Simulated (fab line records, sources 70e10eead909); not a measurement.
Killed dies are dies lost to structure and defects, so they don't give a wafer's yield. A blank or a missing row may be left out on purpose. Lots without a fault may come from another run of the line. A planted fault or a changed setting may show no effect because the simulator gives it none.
Chamber matching | flow nand_harc | NHARC_A_CHANNEL_FILL_D2_ALD_14 on ald_hk-03: 4 sister chambers
The step deposits SiO2, target thk 2.5 nm, pulse time 10 s, ald cycles 25. 4 wafers are shown with their chamber, then 9 later ones without.

WAFERS WITH THEIR CHAMBER
wafer  | chamber | heater_power_w (W)
L077.2 | 3       | 574
L079.4 | 1       | 566
L092.2 | 2       | 509
L092.6 | 0       | 540

WAFERS WITHOUT THEIR CHAMBER
wafer  | heater_power_w (W)
L093.1 | 503
L093.2 | 500
L093.5 | 509
L095.1 | 483
L095.2 | 536
L095.6 | 516
L097.1 | 503
L097.3 | 557
L097.5 | 569

WHICH CHAMBER EACH WENT THROUGH
wafer  | from the rows above          | in truth
L093.1 | 2                            | 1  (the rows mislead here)
L093.2 | 2                            | 2
L093.5 | 2                            | 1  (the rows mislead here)
L095.1 | 2                            | 2
L095.2 | 0                            | 0
L095.6 | can't be placed: 2 or 0      | 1
L097.1 | 2                            | 2
L097.3 | can't be placed: 1 or 0 or 3 | 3
L097.5 | can't be placed: 1 or 3      | 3
Placed correctly: 4 of 9. Can't be placed from these rows: 3 (the true chamber is among the candidates in 2). Placed wrongly: 2.
How it was worked out, from the rows above alone: a wafer's distance from a chamber is the root of the sum, over the readings, of the square of ((its reading less the chamber's mean) divided by the reading's scatter). The wafer belongs to the nearest chamber; if the next one is less than 2 further off, it can't be placed. A chamber's mean is the mean of its shown wafers. The scatter: with one shown wafer a chamber, the root of the mean of the squares of how far each hidden wafer lies from its nearest shown one.
